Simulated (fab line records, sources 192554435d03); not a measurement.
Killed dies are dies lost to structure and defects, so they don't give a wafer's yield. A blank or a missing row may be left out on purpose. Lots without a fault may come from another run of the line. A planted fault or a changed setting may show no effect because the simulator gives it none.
Problem report in the 8D (eight disciplines) form, filled by code | flow n5_finfet | the parts of the form that need people (team, actions taken, sign-off) are left out

1. THE PROBLEM
run_length_s at N5_BEOL_M9_COAT_75 reads a mean of 45.06 s on 4 wafers of 2 lots; wafers without a fault read 66.26 s with a standard deviation of 0.16. That is -99 or more standard deviations from the usual mean.
The step: time 60 s, resist thk 5 nm.
First seen on wafer L161.4, day 13 05:43, on litho_track-02. The record holds 33 wafers of 12 lots with a number at this step. Rule for "out", or "out of limits": more than 4 standard deviations from the usual mean. The other wafers with a number count as sound.

2. WHAT IT IS AND WHAT IT IS NOT
question                    | is                                 | is not
which readings at this step | run_length_s, heater_power_total_W | -
which lots                  | L161, L164                         | L149, L153, L156, L157, L158, L160, L162, L165, L168, L170
which wafers of those lots  | all that have a number             | -
read on which tools         | litho_track-02                     | litho_track-03, litho_track-04
when                        | from day 13 05:43                  | up to then (18 sound wafers); but 11 sound wafers of L162, L165, L168, L170 came after

3. SUSPECTS, AND WHAT RULES EACH OUT
Counting: a tool at a process step up to the reading stays a suspect if it ran every lot that is out and no sound lot after the first of them.
- litho_track-02 at N5_BEOL_M9_COAT_75 (time 60 s, resist thk 5 nm): kept. It ran every lot that is out, first L161 (day 13 05:43), and no sound lot after that; its last sound lot up to then is L160 (day 13 02:01). Its own readings are out on those wafers: heater_power_total_W, run_length_s.
Left after counting: litho_track-02 at N5_BEOL_M9_COAT_75.

4. THE CAUSE (what the simulator had put in)
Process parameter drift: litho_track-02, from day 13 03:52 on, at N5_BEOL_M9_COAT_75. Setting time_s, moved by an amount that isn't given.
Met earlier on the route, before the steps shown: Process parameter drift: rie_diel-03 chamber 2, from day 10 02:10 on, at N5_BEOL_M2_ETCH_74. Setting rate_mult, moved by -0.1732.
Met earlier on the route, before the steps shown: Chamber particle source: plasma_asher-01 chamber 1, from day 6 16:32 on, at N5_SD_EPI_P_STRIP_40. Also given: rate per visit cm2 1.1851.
Counting left only this tool.

5. THE CHAIN OF EFFECTS, in route order
Each row: a reading whose mean over the struck wafers that have a number lies more than 3 standard deviations from the usual. Only readings for which the record gives a usual standard deviation are gone through. hours: the time from each lot's start at the first step in this table that gives one to its start at this step, as a median over the lots. sigmas: the change in usual standard deviations.
hours | step                    | reading              | usual   | on struck wafers | change | sigmas
0     | N5_BEOL_M9_COAT_75      | heater_power_total_W | 391.5 W | 511.2            | +119.7 | +92
0     | N5_BEOL_M9_COAT_75      | run_length_s         | 66.26 s | 45.06            | -21.20 | -99 or more
66    | N5_PASSIVATION_PROBE_49 | killed_at_front_end  | 41      | 171              | +130   | +10
66    | N5_PASSIVATION_PROBE_49 | killed_dies          | 103     | 224              | +121   | +6.0
The process steps in it:
- N5_BEOL_M9_COAT_75: time 60 s, resist thk 5 nm.
- N5_PASSIVATION_PROBE_49

6. WHAT WOULD HAVE CAUGHT IT SOONER
In this record the first reading out of limits was taken at day 13 05:43, 2 hours after the fault began at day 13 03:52.
